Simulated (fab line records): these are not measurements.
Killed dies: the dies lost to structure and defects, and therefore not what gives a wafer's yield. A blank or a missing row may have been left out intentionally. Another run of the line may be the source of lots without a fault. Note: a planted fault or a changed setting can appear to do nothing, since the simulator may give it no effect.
Which tool did it?	flow n5 finfet	29 wafers from 10 lots sampled at 5 of the route's 1938 steps

WHAT THE GAUGES SHOWED, per wafer
N5_BEOL_M2_THK_MEAS_01.
lot	measured	on	M2_ILD_THK (nm)
L950	day 6 22:11	film metro-01	76.2 79.3 77.8
L951	day 7 05:34	film metro-01	79.5 81.4 79.8
L956	day 8 16:58	film metro-02	77.9 79.7 79.4
L957	day 8 20:40	film metro-02	75.8 76.7 78.7
L959	day 9 12:21	film metro-01	78.3 78.9 77.4
L960	day 9 13:58	film metro-02	56.0 75.9 57.3
L961	day 9 18:28	film metro-01	78.6 80.4 79.1
L962	day 9 19:54	film metro-01	77.9 59.0
L968	day 11 06:32	film metro-02	79.7 81.4 80.1
L971	day 12 08:08	film metro-01	78.2 79.1 79.0

WHICH TOOL RAN EACH LOT (tool, then ch and the chambers of the sampled wafers, then the start)
lot	N5_BEOL_M1_SPUTTER_90	N5_BEOL_M1_ANNEAL_93	N5_BEOL_M1_CO_CAP_55	N5_BEOL_M2_ILD_DEP_00
L950	pvd sputter-02, day 6 20:04	pvd sputter-02, day 6 20:22	cvd co-01 ch 0,1,2, day 6 21:52	pecvd-03 ch 1,2, day 6 22:07
L951	pvd sputter-03, day 7 03:44	pvd sputter-03, day 7 04:02	cvd co-02 ch 0,1, day 7 05:16	pecvd-03 ch 0,1, day 7 05:30
L956	pvd sputter-02, day 8 14:49	pvd sputter-02, day 8 15:07	cvd co-01 ch 0,2, day 8 16:28	pecvd-01 ch 0,2, day 8 16:43
L957	pvd sputter-03, day 8 18:49	pvd sputter-03, day 8 19:07	cvd co-01 ch 0,1, day 8 20:20	pecvd-03 ch 1,2, day 8 20:35
L959	pvd sputter-03, day 9 10:11	pvd sputter-03, day 9 10:29	cvd co-02 ch 1,2, day 9 12:02	pecvd-03 ch 0,2, day 9 12:17
L960	pvd sputter-01, day 9 11:58	pvd sputter-01, day 9 12:16	cvd co-02 ch 0,1,2, day 9 13:40	pecvd-03 ch 0,1,2, day 9 13:55
L961	pvd sputter-01, day 9 16:36	pvd sputter-01, day 9 16:54	cvd co-01 ch 0,2, day 9 18:08	pecvd-02 ch 0,1, day 9 18:24
L962	pvd sputter-02, day 9 18:04	pvd sputter-02, day 9 18:22	cvd co-02 ch 0,1, day 9 19:37	pecvd-03 ch 1,2, day 9 19:51
L968	pvd sputter-01, day 11 04:42	pvd sputter-01, day 11 05:00	cvd co-01 ch 0,2, day 11 06:13	pecvd-02 ch 0,1,2, day 11 06:28
L971	pvd sputter-03, day 12 06:15	pvd sputter-03, day 12 06:33	cvd co-01 ch 0,2, day 12 07:46	pecvd-02 ch 0,1, day 12 08:03
- N5_BEOL_M1_SPUTTER_90: material Cu, target thk 4.5 nm, time 8.29 s.
- N5_BEOL_M1_ANNEAL_93: time 240 s.
- N5_BEOL_M1_CO_CAP_55: material Co, precursor CCTBA/H2, target thk 2 nm, time 102.1 s.
- N5_BEOL_M2_ILD_DEP_00: deposits SiOC from DEMS/O2, target thk 79 nm, time 15.3 s.

THE ANSWER, worked out from the rows above alone
Rule: the lots themselves supply what counts as usual. Put in order of their means at a reading, lots are off if they are a third of the lots or fewer, leave a main group of 4 or more, and stand apart from it by a gap of 3 or more times the standard deviation of the main group's means; of several such gaps the widest counts. Not used: any main group whose means are identical at the precision the tables above print for the reading. A lot without any number at a reading at which 4 lots or more have one is off too. Where the step has rows for the other lots, those lots are counted as sound.
Off: at N5_BEOL_M2_THK_MEAS_01 (M2_ILD_THK), L960, L962. The main group: mean 78.8 nm, standard deviation 1.1.
A tool fits if, at a process step before that reading, it ran every lot that is off, and no sound lot after the first of them. Those tools and the gauges at N5_BEOL_M2_THK_MEAS_01 are tried in the same way. Undecided on this evidence; 2 tools fit (cvd co-02 at N5_BEOL_M1_CO_CAP_55, pecvd-03 at N5_BEOL_M2_ILD_DEP_00).

WHAT THE SIMULATOR HAD INSERTED
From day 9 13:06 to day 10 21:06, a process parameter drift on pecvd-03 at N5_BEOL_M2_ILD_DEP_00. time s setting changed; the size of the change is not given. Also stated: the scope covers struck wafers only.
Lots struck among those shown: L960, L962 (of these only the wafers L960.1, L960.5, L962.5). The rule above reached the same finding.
